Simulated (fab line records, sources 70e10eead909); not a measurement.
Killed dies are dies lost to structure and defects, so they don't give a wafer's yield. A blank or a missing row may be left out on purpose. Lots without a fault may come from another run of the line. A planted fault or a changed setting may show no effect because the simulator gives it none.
A struck lot beside a sound one | flow nand_harc | 43 steps out of a route of 1159
Sound: wafers L851.1, L851.2, L851.6. Struck: wafer L861.5. (L861.1, L861.2 of the same lot were not struck and are left out.) The cause comes at the end.
At each step with rows: each side's tool, then ch and its chambers, then its first start. Under that, the readings that differ: sound wafers | struck wafers | difference of the means | sigmas: that difference in standard deviations of wafers without a fault.
alike: readings whose means differ by less than 2 such deviations, and words and numbers that are the same on both sides. not compared: withheld readings, readings that some wafer has no value for, bounds like >300 that may hide the same value, and numbers for which the record gives no deviation and whose values overlap.
The two part at a step that has a row with sigmas, a row that says differs or no value, or rows on one side only. Numbers that don't overlap but have no deviation are shown without sigmas and don't part them. A reading that every wafer of one side lacks parts them only if that side has two wafers or more.

NHARC_A_CONTACT_ETCH_121: etches the open film in C4F8/O2/Ar, time 94 s, target depth 922 nm.
  sound on har_cap_etch-03 ch 0,1, day 16 20:15; struck on har_cap_etch-02 ch 1, day 19 12:01
  not compared: rf_hours_counter_h
then, 3 steps without rows for these wafers: NHARC_A_CONTACT_ETCH_122 (etches the open film in C4F8/O2/Ar, time 95 s, target depth 930 nm); NHARC_A_CONTACT_ETCH_123 (etches the open film in C4F8/O2/Ar, time 253 s, target depth 1090 nm); NHARC_A_CONTACT_ETCH_90 (etches the open film in CH3F/O2, target depth 40 nm, time 85.7 s).
NHARC_A_CONTACT_ETCH_96: etches the open film in C4F6/O2, target depth 20 nm, time 10 s.
  sound on rie_diel-13 ch 0,2,3; struck on rie_diel-07 ch 3, day 19 13:09
  alike: drypump_motor_current_A, mfc_ar_sccm, oes_product_au, rf_vpp_V, showerhead_plenum_p_Torr, throttle_valve_pct
  not compared: rf_hours_counter_h
NHARC_A_CONTACT_CD_MEAS_53:
  sound on cd_sem-01, day 16 21:14; struck on cd_sem-01, day 19 13:14
  alike: cd_nm
then, 4 steps without rows for these wafers: NHARC_A_CONTACT_STRIP_99 (strips in N2/H2); NHARC_A_CONTACT_STRIP_100 (strips in CF4/CHF3); NHARC_A_CONTACT_STRIP_101 (strips in O2/COS); NHARC_A_CONTACT_ETCH_102 (etches the open film in CF4/O2, target depth 70 nm, overetch 7 nm, time 38.5 s).
NHARC_A_CONTACT_STRIP_55: strips in O2.
  sound on rie_diel-11 ch 0,3; struck on rie_diel-11 ch 3
  alike: drypump_motor_current_A, mfc_ar_sccm, oes_product_au, rf_vpp_V, showerhead_plenum_p_Torr, throttle_valve_pct
  not compared: rf_hours_counter_h
then, 1 step without rows for these wafers: NHARC_A_CONTACT_STRIP_56 (strips in post etch residue remover, time 600 s).
NHARC_A_CONTACT_DEP_57: deposits aC, target thk 2800 nm.
  sound on acl_dep-03 ch 0, day 16 22:44; struck on acl_dep-01 ch 0, day 19 15:25
  alike: susceptor_temp_C, throttle_valve_pct
then, 11 steps without rows for these wafers: NHARC_A_CONTACT_DEP_58 (deposits SiON, target thk 60 nm); NHARC_A_CONTACT_DEHYDRATE_59 (time 120 s); NHARC_A_CONTACT_HMDS_60 (time 30 s); NHARC_A_CONTACT_COAT_61 (time 75 s); NHARC_A_CONTACT_COAT_62 (time 65 s); NHARC_A_CONTACT_COAT_63 (resist thk 90 nm); NHARC_A_CONTACT_SOFTBAKE_64 (time 55 s); NHARC_A_CONTACT_EBR_65; NHARC_A_CONTACT_EXPOSE_66 (exposes mask A CC 2); NHARC_A_CONTACT_PEB_67 (peb time 65 s); NHARC_A_CONTACT_DEVELOP_68 (develop time 35 s).
NHARC_A_CONTACT_CD_MEAS_69: target cd 200 nm.
  sound on cd_sem-01 ch 0, day 17 01:23; struck on cd_sem-01 ch 0, day 19 18:01
  alike: cd_nm
NHARC_A_CONTACT_OVL_MEAS_70:
  sound on overlay-01, day 17 01:29; struck on overlay-01, day 19 18:06
  reading           | sound          | struck | difference | sigmas
  overlay_y_nm (nm) | -2.2 -2.4 -2.1 | 1.4    | +3.6       | +4
  alike: overlay_x_nm
NHARC_A_CONTACT_INSPECT_71:
  sound on defect_inspect-01, day 17 01:31; struck on defect_inspect-02, day 19 18:08
  alike: raw_defect_count
then, 10 steps without rows for these wafers: NHARC_A_CONTACT_DESCUM_74 (chemistry O2, time 3 s); NHARC_A_CONTACT_ETCH_75 (etches the open film in CF4, target depth 39 nm, time 65 s); NHARC_A_CONTACT_ETCH_76 (etches the open film in N2/H2, target depth 260 nm, time 475.3 s); NHARC_A_CONTACT_ETCH_77 (etches the open film in CF4/CHF3, target depth 72.6 nm, time 36.3 s); NHARC_A_CONTACT_ETCH_78 (etches the open film in O2/COS, target depth 2800 nm, time 728 s); NHARC_A_CONTACT_ETCH_124 (etches the open film in C4F8/O2/Ar, time 140 s, target depth 700 nm); NHARC_A_CONTACT_ETCH_125 (etches the open film in C4F8/O2/Ar, time 155 s, target depth 956 nm); NHARC_A_CONTACT_ETCH_126 (etches the open film in C4F8/O2/Ar, time 155 s, target depth 956 nm); NHARC_A_CONTACT_ETCH_127 (etches the open film in C4F8/O2/Ar, time 155 s, target depth 956 nm); NHARC_A_CONTACT_ETCH_128 (etches the open film in C4F8/O2/Ar, time 155 s, target depth 956 nm).
NHARC_A_CONTACT_ETCH_129: etches the open film in C4F8/O2/Ar, time 155 s, target depth 956 nm.
  sound on har_cap_etch-01 ch 0,1, day 17 03:42; struck on har_cap_etch-03 ch 1, day 19 20:15
  not compared: rf_hours_counter_h
then, 1 step without rows for these wafers: NHARC_A_CONTACT_ETCH_130 (etches the open film in C4F8/O2/Ar, time 155 s, target depth 956 nm).
NHARC_A_CONTACT_ETCH_131: etches the open film in C4F8/O2/Ar, time 155 s, target depth 956 nm.
  sound on har_cap_etch-01 ch 0,1, day 17 03:59; struck on har_cap_etch-03 ch 1, day 19 20:32
  not compared: rf_hours_counter_h
then, 2 steps without rows for these wafers: NHARC_A_CONTACT_ETCH_132 (etches the open film in C4F8/O2/Ar, time 156 s, target depth 958 nm); NHARC_A_CONTACT_ETCH_133 (etches the open film in C4F8/O2/Ar, time 195 s, target depth 840 nm).
-- the record jumps here: 5 days lie between the struck wafers' starts before and after (it left off in module A_CONTACT and takes up again in module END, whose first step shown is number 1159 of the route) --
NHARC_END_SORT_01:
  the record has rows for the struck wafers here (prober-02 ch 0, day 25 06:15) and none for the sound ones

WHERE THEY PART
First at NHARC_A_CONTACT_OVL_MEAS_70; last, within this record, at NHARC_END_SORT_01.

WHY: what the simulator had put in
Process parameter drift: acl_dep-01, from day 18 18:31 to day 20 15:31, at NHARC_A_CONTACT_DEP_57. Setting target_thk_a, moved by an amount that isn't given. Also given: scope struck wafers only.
